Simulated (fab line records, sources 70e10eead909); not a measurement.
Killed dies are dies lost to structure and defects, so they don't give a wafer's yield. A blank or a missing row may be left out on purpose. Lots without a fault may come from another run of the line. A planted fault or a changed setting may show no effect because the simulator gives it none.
fab line records | flow nand_harc
record lots=12 wafers=36 last_day=35
route steps=1302 shown A_CHANNEL_HOLE_D1@478 A_CHANNEL_FILL_D1@496 END@1302
lots that met no fault: from a run of the same line without faults
start_h: hours from the record's first day to the start of the lot's first wafer shown | wait_h: hours since the lot's step before | " the same as in the row above | L1.1+2: a row that stands for several wafers | - no value, or no start given | * or withheld: withheld | < > ~ a bound
route shown NAME@n: a module of which the file shows steps, and the number in the route of the first | usual: mean/standard deviation of fault-free wafers | same: alike in all rows | chamber/n: place in a boat | sites: the reading at each site | _std_site: their standard deviation | _edge_site: outer sites' mean less inner sites' | radius_mm: how far each site lies from the wafer's centre | mask NAME#n: copy n | behind: the tool/chamber that last shaped the wafer | hold: why the lot was held/for how many hours/how that ended | device: the transistor (n, p or np) that didn't switch | end of line: the same wafers' tests at the end of the route | a step without rows: its recipe alone | killed: dies lost to structure and defects at the first sort, not the wafer's yield | map: a wafer's dies, x killed, . not, _ none there
set.NAME: the setting as run; set.NAME@STEP: as run at that earlier step | model.NAME: the simulator's own value behind a step, which no gauge read
steps of the route over a sample of lots; a table a step, a row a wafer
services: from which hour (start_h, from the record's first day; less than 0 if before it) a tool's chamber was out of use, for how many hours, and why
## steps
# step NHARC_A_CHANNEL_HOLE_D1_ETCH_26
# recipe bias_v=300 source_w=2000 pressure_mtorr=30 time_s=224.1 ar_flow_sccm=375 c4f8_flow_sccm=11.4 o2_flow_sccm=113.6 temp_c=-20 target_depth_a=3000 chemistry=C4F8/O2/Ar
# usual drypump_motor_current_A=5.82/0.18 showerhead_plenum_p_Torr=3.68/0.12 throttle_valve_pct=24.583/0.01
# same time_s=224.1
# columns lot.wafer tool chamber start_h wait_h drypump_motor_current_A rf_hours_counter_h showerhead_plenum_p_Torr throttle_valve_pct
L183.2 har_etch-01 1 187.47 0.6 5.85 92 3.73 24.574
L183.3 " 1 " " 5.84 - 3.73 24.589
L183.5 " 1 " " 5.83 - 3.73 24.574
L184.1 har_etch-02 0 196.12 0.6 5.74 298 3.61 24.603
L184.4 " 1 " " 6.15 - 3.54 24.585
L184.3 " 0 " " 5.74 - 3.61 24.585
L185.2 har_etch-01 0 199.96 0.7 5.64 103 3.77 24.607
L185.4 " 1 " " 5.85 - 3.73 24.585
L185.5 " 0 " " 5.66 - 3.77 24.568
L186.1 har_etch-01 1 210.73 0.6 5.84 107 3.73 24.593
L186.6 " 0 " " 5.64 - 3.77 24.592
L186.5 " 1 " " 5.84 - 3.73 24.579
L187.1 har_etch-02 0 284.04 0.6 5.78 332 3.59 24.595
L187.3 " 1 " " 6.17 - 3.53 24.571
L187.5 " 0 " " 5.75 - 3.59 24.569
L190.1 har_etch-01 1 287.74 0.6 5.87 141 3.71 24.583
L190.3 " 0 " " 5.66 - 3.75 24.595
L190.6 " 1 " " 5.86 - 3.71 24.578
L191.2 har_etch-02 1 288.19 0.6 6.14 352 3.52 24.577
L191.3 " 1 " " 6.17 - 3.52 24.581
L191.6 " 1 " " 6.19 - 3.52 24.585
L188.1 har_etch-01 1 304.02 0.7 5.83 156 3.70 24.576
L188.3 " 1 " " 5.82 - 3.70 24.598
L188.5 " 0 " " 5.65 - 3.74 24.587
L199.1 har_etch-01 0 342.96 0.6 5.65 187 3.72 24.578
L199.3 " 0 " " 5.65 - 3.72 24.592
L199.5 " 1 " " 5.85 - 3.68 24.587
L201.1 har_etch-01 1 371.70 0.7 5.87 198 3.67 24.582
L201.6 " 1 " " 5.86 - 3.67 24.567
L201.5 " 0 " " 5.67 - 3.72 24.586
L203.1 har_etch-01 1 382.53 0.7 5.86 202 3.67 24.576
L203.2 " 0 " " 5.67 202 3.71 24.586
L203.3 " 0 " " 5.66 - 3.71 24.575
L206.2 har_etch-02 1 436.38 0.6 6.14 19 3.98 24.591
L206.3 " 0 " " 5.72 - 3.98 24.594
L206.6 " 0 " " 5.72 - 3.98 24.579
# step NHARC_A_CHANNEL_HOLE_D1_ETCH_44
# recipe target_depth_a=1400 overetch_a=140 time_s=77 ion_energy_ev=100 cf4_flow_sccm=80 o2_flow_sccm=20 ar_flow_sccm=0 rf_w=300 bias_w=100 chemistry=CF4/O2
# usual drypump_motor_current_A=5.7/0.39 oes_ar_750_au=1.000/0.0047 oes_product_au=0.998/0.0088 rf_vpp_V=197.3/1.4 showerhead_plenum_p_Torr=1.31/0.046 throttle_valve_pct=13.396/0.0078
# same time_s=77
# columns lot.wafer tool chamber start_h wait_h drypump_motor_current_A oes_ar_750_au oes_product_au rf_hours_counter_h rf_vpp_V showerhead_plenum_p_Torr throttle_valve_pct
L183.3 rie_diel-12 2 188.41 0.1 5.3 0.996 0.991 9 200.8 1.38 13.398
L183.2 " 1 " " 5.7 1.001 1.002 8 197.4 1.31 13.400
L183.5 " 3 " " 5.9 1.001 0.988 - 195.8 1.26 13.403
L184.3 rie_diel-12 2 197.07 0.1 5.3 1.005 0.988 10 198.7 1.38 13.392
L184.1 " 3 " " 5.9 1.009 0.984 10 196.6 1.26 13.384
L184.4 " 2 " " 5.3 0.998 0.982 - 197.6 1.38 13.397
L185.2 rie_diel-12 2 200.95 0.1 5.3 0.999 0.986 10 199.6 1.38 13.391
L185.4 " 1 " " 5.7 0.997 1.005 - 198.3 1.31 13.390
L185.5 " 2 " " 5.3 1.008 0.984 - 199.2 1.38 13.389
L186.1 rie_diel-12 2 211.67 0.1 5.3 1.004 0.984 12 198.6 1.38 13.398
L186.5 " 3 " " 5.9 1.005 0.990 - 196.8 1.26 13.389
L186.6 " 0 " " 6.3 0.995 1.012 - 197.8 1.31 13.398
L187.1 rie_diel-10 1 285.04 0.1 5.8 1.002 0.991 15 195.6 1.26 13.389
L187.3 " 2 " " 5.1 1.002 1.006 13 197.0 1.28 13.391
L187.5 " 0 " " 5.4 0.997 1.011 - 198.3 1.31 13.397
L190.1 rie_diel-12 3 288.81 0.1 6.0 0.995 0.987 3 195.0 1.26 13.398
L190.3 " 2 " " 5.3 0.998 0.997 3 199.0 1.38 13.391
L190.6 " 2 " " 5.3 0.998 0.994 - 200.8 1.38 13.382
L191.3 rie_diel-12 0 289.54 0.1 6.3 0.996 0.999 3 197.3 1.31 13.398
L191.2 " 2 " " 5.3 1.007 1.003 3 198.3 1.38 13.389
L191.6 " 0 " " 6.3 0.998 1.002 - 198.6 1.31 13.399
L188.3 rie_diel-12 3 304.98 0.1 5.9 1.003 0.990 6 196.3 1.26 13.404
L188.1 " 0 " " 6.3 0.989 0.984 5 195.9 1.30 13.390
L188.5 " 1 " " 5.7 1.008 0.996 - 197.6 1.31 13.402
L199.1 rie_diel-12 3 343.92 0.1 5.9 0.997 0.993 9 194.7 1.26 13.396
L199.3 " 0 " " 6.3 0.999 0.992 9 198.9 1.30 13.396
L199.5 " 2 " " 5.3 0.997 0.987 - 197.6 1.38 13.400
L201.1 rie_diel-12 2 372.66 0.1 5.3 1.008 0.992 11 198.7 1.38 13.401
L201.5 " 0 " " 6.3 0.999 0.997 - 197.3 1.30 13.409
L201.6 " 1 " " 5.7 1.000 0.994 - 198.2 1.31 13.385
L203.1 rie_diel-12 2 383.48 0.1 5.3 0.994 0.996 12 197.8 1.38 13.398
L203.2 " 3 " " 5.9 1.000 1.007 11 196.0 1.26 13.405
L203.3 " 1 " " 5.7 1.005 0.982 8 197.7 1.31 13.398
L206.3 rie_diel-10 0 437.29 0.0 5.3 1.001 1.022 1 195.4 1.30 13.390
L206.2 " 2 " " 5.1 1.001 1.020 1 197.7 1.27 13.397
L206.6 " 0 " " 5.4 1.001 1.020 - 197.7 1.30 13.392
# step NHARC_A_CHANNEL_FILL_D1_ALD_16
# recipe target_thk_a=15 pulse_time_s=10 ald_cycles=15 temp_c=300 material=SiO2
# usual ald_cycles=15/0 heater_power_w=488/54 precursor_pulse_height_rel=0.999/0.022 susceptor_temp_C=300.03/0.18
# columns lot.wafer tool chamber start_h wait_h ald_cycles heater_power_w precursor_pulse_height_rel susceptor_temp_C
L183.3 ald_hk-03 2 201.92 0.0 15 492 0.996 300.10
L183.2 " 1 " " 15 498 0.995 299.64
L183.5 " 2 " " 15 489 0.947 300.03
L184.3 ald_hk-02 2 210.53 0.0 15 506 1.028 300.21
L184.1 " 3 " " 15 477 0.998 300.15
L184.4 " 0 " " 15 390 0.985 300.15
L185.4 ald_hk-04 1 214.50 0.0 15 473 0.975 -
L185.2 " 0 " " 15 494 1.024 -
L185.5 " 2 " " 15 449 0.977 -
L186.1 ald_hk-02 1 226.93 0.0 15 506 0.977 300.29
L186.6 " 1 " " 15 493 1.000 299.93
L186.5 " 2 " " 15 499 0.976 299.80
L187.3 ald_hk-04 2 298.69 0.3 15 459 1.015 300.15
L187.1 " 3 " " 15 377 0.991 299.90
L187.5 " 2 " " 15 456 1.013 300.01
L190.3 ald_hk-04 1 303.21 0.2 15 481 1.047 300.05
L190.1 " 2 " " 15 447 1.014 300.58
L190.6 " 3 " " 15 373 0.962 300.07
L191.2 ald_hk-03 1 303.22 0.2 15 472 1.031 299.75
L191.3 " 0 " " 15 505 0.978 299.70
L191.6 " 1 " " 15 461 1.003 299.94
L188.3 ald_hk-04 1 318.46 0.0 15 476 1.001 -
L188.1 " 2 " " 15 452 0.990 -
L188.5 " 2 " " 15 460 0.986 -
L199.3 ald_hk-03 2 357.31 0.1 17 510 0.987 299.95
L199.1 " 0 " " 15 519 0.980 299.88
L199.5 " 2 " " 15 503 1.003 300.09
L201.1 ald_hk-02 3 386.16 0.1 15 497 1.005 299.99
L201.5 " 1 " " 15 526 1.014 299.95
L201.6 " 2 " " 15 501 1.042 299.92
L203.1 ald_hk-04 1 396.98 0.1 15 486 1.016 299.95
L203.2 " 2 " " 15 445 1.023 300.00
L203.3 " 3 " " 15 373 0.989 300.02
L206.2 ald_hk-04 2 450.97 0.1 15 457 0.996 300.14
L206.3 " 3 " " 15 390 0.994 300.03
L206.6 " 1 " " 15 458 1.035 300.46
# step NHARC_A_CHANNEL_FILL_D1_ETCHBACK_20
# recipe target_depth_a=270 time_s=13.5 c4f8_flow_sccm=withheld o2_flow_sccm=8 ar_flow_sccm=withheld rf_w=600 bias_w=1500 chemistry=C4F8/O2/Ar
# usual oes_product_au=0.96/0.037 rf_vpp_V=979/5.7
# same time_s=13.5
# columns lot.wafer tool chamber start_h wait_h oes_product_au rf_hours_counter_h rf_vpp_V
L183.3 rie_diel-08 0 214.69 - 1.00 1.2 984
L183.2 " 1 " " 1.02 1.1 972
L183.5 " 2 " " 1.01 - 975
L184.3 rie_diel-03 3 222.45 - 0.92 7.2 978
L184.4 " 1 " " 0.91 6.9 978
L184.1 " 2 " " 0.92 7.2 989
L185.4 rie_diel-08 2 226.43 - 0.98 1.1 974
L185.2 " 0 " " 0.97 1.4 987
L185.5 " 3 " " 0.97 - 986
L186.1 rie_diel-09 2 239.02 - 0.92 3.2 980
L186.6 " 1 " " 0.92 - 976
L186.5 " 2 " " 0.92 - 981
L187.1 rie_diel-09 3 310.70 - 0.92 8.3 976
L187.3 " 0 " " 0.93 7.7 967
L187.5 " 1 " " 0.93 - 976
L191.3 rie_diel-03 3 315.00 - 0.92 1.7 978
L191.2 " 0 " " 0.91 1.5 974
L191.6 " 3 " " 0.92 - 978
L190.1 rie_diel-08 3 315.01 - 0.92 5.7 987
L190.3 " 1 " " 0.93 6.3 973
L190.6 " 3 " " 0.94 - 985
L188.1 rie_diel-03 0 330.62 - 0.99 2.3 973
L188.3 " 1 " " 0.99 2.1 978
L188.5 " 3 " " 1.00 - 978
L199.3 rie_diel-09 3 369.25 - 1.00 0.9 977
L199.1 " 1 " " 1.00 0.7 976
L199.5 " 2 " " 1.01 - 980
L201.1 rie_diel-08 1 397.97 - 1.02 0.9 971
L201.5 " 3 " " 1.02 - 986
L201.6 " 0 " " 1.00 - 986
L203.1 rie_diel-08 3 409.03 - 1.00 1.2 986
L203.2 " 0 " " 0.99 1.4 986
L203.3 " 2 " " 0.99 1.3 975
L206.3 rie_diel-08 3 466.82 - 1.02 4.0 986
L206.2 " 2 " " 1.01 4.5 976
L206.6 " 0 " " 1.01 - 984
# step NHARC_END_SORT_01
# recipe temp_c=25
# usual killed_at_array=54/18 killed_at_other=0.9/1.2 killed_at_periphery=4.4/2.9 killed_dies=59/18 killed_open=3.2/1.8 killed_short=2.6/1.8
# same gross_dies=677
# columns lot.wafer tool chamber start_h wait_h killed_at_array killed_at_other killed_at_periphery killed_dies killed_open killed_short
L184.1 prober-02 0 573.82 2.5 68 0 3 71 4 2
L184.3 prober-02 0 575.44 3.1 52 1 2 55 2 1
L184.4 prober-02 0 576.25 3.4 85 0 1 86 5 2
L191.2 prober-02 0 665.23 2.8 63 3 3 69 4 6
L191.3 prober-02 0 666.04 3.1 53 0 2 55 3 2
L191.6 prober-02 0 668.46 4.0 50 6 1 57 7 2
L188.1 prober-02 0 720.36 2.5 48 1 6 55 2 3
L188.3 prober-02 0 721.95 3.1 35 1 2 38 2 0
L188.5 prober-02 0 723.54 3.7 40 1 1 42 1 0
L201.1 prober-01 0 751.55 2.5 57 6 3 66 2 3
L201.5 prober-01 0 754.74 3.7 60 3 3 66 0 2
L201.6 prober-01 0 755.53 4.0 57 2 3 62 5 1
L203.1 prober-02 0 765.61 2.5 61 1 4 66 3 3
L203.2 prober-02 0 766.40 2.8 54 1 6 61 6 0
L203.3 prober-02 0 767.20 3.1 58 0 5 63 3 0
# killed by level:class
L184.1 A_SLIT:chamber_film_flake=25 A_CHANNEL_HOLE_D1:chamber_film_flake=19 A_CHANNEL_HOLE_D2:chamber_film_flake=8 A_STAIRCASE:chamber_film_flake=3 A_CHANNEL_HOLE_D2:geometric_particle:open=2 A_ZERO_WELL:chamber_film_flake=2 A_WL_FILL:chamber_film_flake=2 A_CONTACT:chamber_film_flake=2
L184.3 A_CHANNEL_HOLE_D1:chamber_film_flake=19 A_SLIT:chamber_film_flake=16 A_STAIRCASE:chamber_film_flake=5 A_ZERO_WELL:chamber_film_flake=2 A_CHANNEL_HOLE_D2:chamber_film_flake=2 A_CONTACT:chamber_film_flake=2 A_BONDPAD:chamber_film_flake=2 P_STI:geometric_particle:open=1
L184.4 A_CHANNEL_HOLE_D1:chamber_film_flake=35 A_SLIT:chamber_film_flake=24 A_CHANNEL_HOLE_D2:chamber_film_flake=8 A_BONDPAD:chamber_film_flake=5 A_WL_FILL:geometric_particle:short=2 A_STAIRCASE:chamber_film_flake=2 A_CONTACT:chamber_film_flake=2 A_CHANNEL_FILL_D1:geometric_particle:open=1
L191.2 A_CHANNEL_HOLE_D1:chamber_film_flake=33 A_CHANNEL_HOLE_D2:chamber_film_flake=17 A_WL_FILL:geometric_particle:short=2 A_DECK1_JOINT:chamber_film_flake=2 THIN_TSV:chamber_film_flake=2 P_CONTACT:geometric_particle:open=1 P_M0:geometric_particle:open=1 A_CHANNEL_FILL_D1:geometric_particle:short=1
L191.3 A_CHANNEL_HOLE_D1:chamber_film_flake=26 A_CHANNEL_HOLE_D2:chamber_film_flake=13 A_CONTACT:chamber_film_flake=4 A_DECK1_JOINT:chamber_film_flake=3 A_DECK1_JOINT:geometric_particle:open=2 A_CHANNEL_FILL_D1:chamber_film_flake=2 P_STI:geometric_particle:short=1 A_CHANNEL_FILL_D1:geometric_particle:short=1
L191.6 A_CHANNEL_HOLE_D1:chamber_film_flake=26 A_CHANNEL_HOLE_D2:chamber_film_flake=10 HYBRID_BOND:chamber_film_flake=4 A_CHANNEL_FILL_D2:geometric_particle:open=2 A_CONTACT:geometric_particle:open=2 A_CHANNEL_FILL_D1:chamber_film_flake=2 THIN_TSV:chamber_film_flake=2 P_CONTACT:geometric_particle:open=1
L188.1 A_SLIT:chamber_film_flake=29 A_CHANNEL_HOLE_D1:chamber_film_flake=5 A_STAIRCASE:chamber_film_flake=4 P_M2:chamber_film_flake=2 A_DECK1_JOINT:chamber_film_flake=2 A_CONTACT:chamber_film_flake=2 P_CONTACT:geometric_particle:open=1 A_ONON_D1:geometric_particle:short=1
L188.3 A_SLIT:chamber_film_flake=28 A_CHANNEL_HOLE_D1:chamber_film_flake=3 A_STAIRCASE:chamber_film_flake=2 P_CONTACT:geometric_particle:open=1 A_ONON_D1:geometric_particle:open=1 P_M0:chamber_film_flake=1 A_CONTACT:chamber_film_flake=1 THIN_TSV:chamber_film_flake=1
L188.5 A_SLIT:chamber_film_flake=29 A_CHANNEL_HOLE_D1:chamber_film_flake=4 A_CONTACT:chamber_film_flake=3 A_STAIRCASE:chamber_film_flake=2 A_ONON_D1:geometric_particle:open=1 P_GATE:chamber_film_flake=1 A_CHANNEL_HOLE_D2:chamber_film_flake=1 THIN_TSV:chamber_film_flake=1
L201.1 A_CHANNEL_HOLE_D2:chamber_film_flake=20 A_CHANNEL_HOLE_D1:chamber_film_flake=12 A_CONTACT:chamber_film_flake=11 THIN_TSV:chamber_film_flake=6 A_SLIT:chamber_film_flake=4 A_CHANNEL_FILL_D2:chamber_film_flake=2 A_BONDPAD:chamber_film_flake=2 P_STI:geometric_particle:short=1
L201.5 A_CHANNEL_HOLE_D2:chamber_film_flake=35 A_SLIT:chamber_film_flake=8 A_CHANNEL_HOLE_D1:chamber_film_flake=7 A_CONTACT:chamber_film_flake=3 THIN_TSV:chamber_film_flake=3 A_CHANNEL_FILL_D1:chamber_film_flake=2 P_M1:geometric_particle:short=1 A_CHANNEL_FILL_D1:geometric_particle:short=1
L201.6 A_CHANNEL_HOLE_D2:chamber_film_flake=27 A_CHANNEL_HOLE_D1:chamber_film_flake=14 A_SLIT:chamber_film_flake=4 A_CONTACT:chamber_film_flake=4 THIN_TSV:chamber_film_flake=2 P_M1:geometric_particle:open=1 A_ONON_D1:geometric_particle:open=1 A_CHANNEL_FILL_D1:geometric_particle:open=1
L203.1 A_CHANNEL_HOLE_D2:chamber_film_flake=30 A_CHANNEL_HOLE_D1:chamber_film_flake=12 A_SLIT:chamber_film_flake=8 P_STI:chamber_film_flake=3 A_WL_FILL:chamber_film_flake=3 A_CHANNEL_FILL_D1:geometric_particle:short=2 P_M1:geometric_particle:open=1 A_WL_FILL:geometric_particle:short=1
L203.2 A_CHANNEL_HOLE_D2:chamber_film_flake=26 A_CHANNEL_HOLE_D1:chamber_film_flake=16 A_SLIT:chamber_film_flake=3 P_GATE:geometric_particle:open=2 A_WL_FILL:geometric_particle:open=2 A_STAIRCASE:chamber_film_flake=2 A_BONDPAD:chamber_film_flake=2 P_M0:geometric_particle:open=1
L203.3 A_CHANNEL_HOLE_D2:chamber_film_flake=24 A_SLIT:chamber_film_flake=13 A_CHANNEL_HOLE_D1:chamber_film_flake=9 A_STAIRCASE:chamber_film_flake=4 P_STI:chamber_film_flake=3 A_WL_FILL:geometric_particle:open=2 A_CONTACT:chamber_film_flake=2 P_CONTACT:chamber_film_flake=2
## services
# columns tool chamber start_h hours kind
ald_hk-02 - 171.07 10.0 pm
rie_diel-12 0 187.32 14.6 repair
rie_diel-08 - 190.92 9.0 pm
ald_hk-03 - 214.56 10.0 pm
rie_diel-09 2 218.31 4.3 repair
rie_diel-12 - 252.69 0.6 repair
rie_diel-09 - 267.33 0.4 repair
rie_diel-12 - 268.80 9.0 pm
rie_diel-09 2 270.28 1.5 repair
rie_diel-03 1 276.01 9.4 repair
rie_diel-03 - 281.30 9.0 pm
rie_diel-08 2 282.47 8.1 repair
rie_diel-12 1 283.26 15.4 repair
rie_diel-08 0 292.84 11.6 repair
rie_diel-09 0 299.55 9.3 repair
rie_diel-09 3 312.31 14.7 repair
rie_diel-09 - 320.11 9.0 pm
ald_hk-03 - 365.91 0.6 repair
rie_diel-08 - 367.92 9.0 pm
har_etch-02 - 379.02 17.0 pm
rie_diel-12 - 390.52 0.5 repair
ald_hk-04 - 432.49 10.0 pm
rie_diel-08 0 437.57 7.4 repair
rie_diel-12 - 446.03 9.0 pm
## key
first_sign step=NHARC_A_CHANNEL_FILL_D1_ALD_16 reading=ald_cycles direction=up sigmas=99+ usual=15 struck=17
effect none on later readings
met_at NHARC_A_CHANNEL_FILL_D1_ALD_16
struck_lots L199
struck_wafers L199.3
tester_left_out L199
not_acting_at NHARC_A_CHANNEL_HOLE_D1_ETCH_26,NHARC_A_CHANNEL_HOLE_D1_ETCH_44,NHARC_A_CHANNEL_FILL_D1_ETCHBACK_20
onset_between 303.22 357.31
fault kind=process_parameter_drift tool=ald_hk-03 chamber=- onset_h=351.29 steps=NHARC_A_CHANNEL_FILL_D1_ALD_16 channel=ald_cycles offset=2 shape=step end_h=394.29 scope=struck_wafers_only acts_in=these_recipes_only stated=15
# tester_left_out: of these lots the tester's yield and bins aren't shown, on N5 and GAA mostly nor the transistor test; their killed dies are dies lost to structure and defects alone, not to doping, threshold or leakage, so they don't give the yield
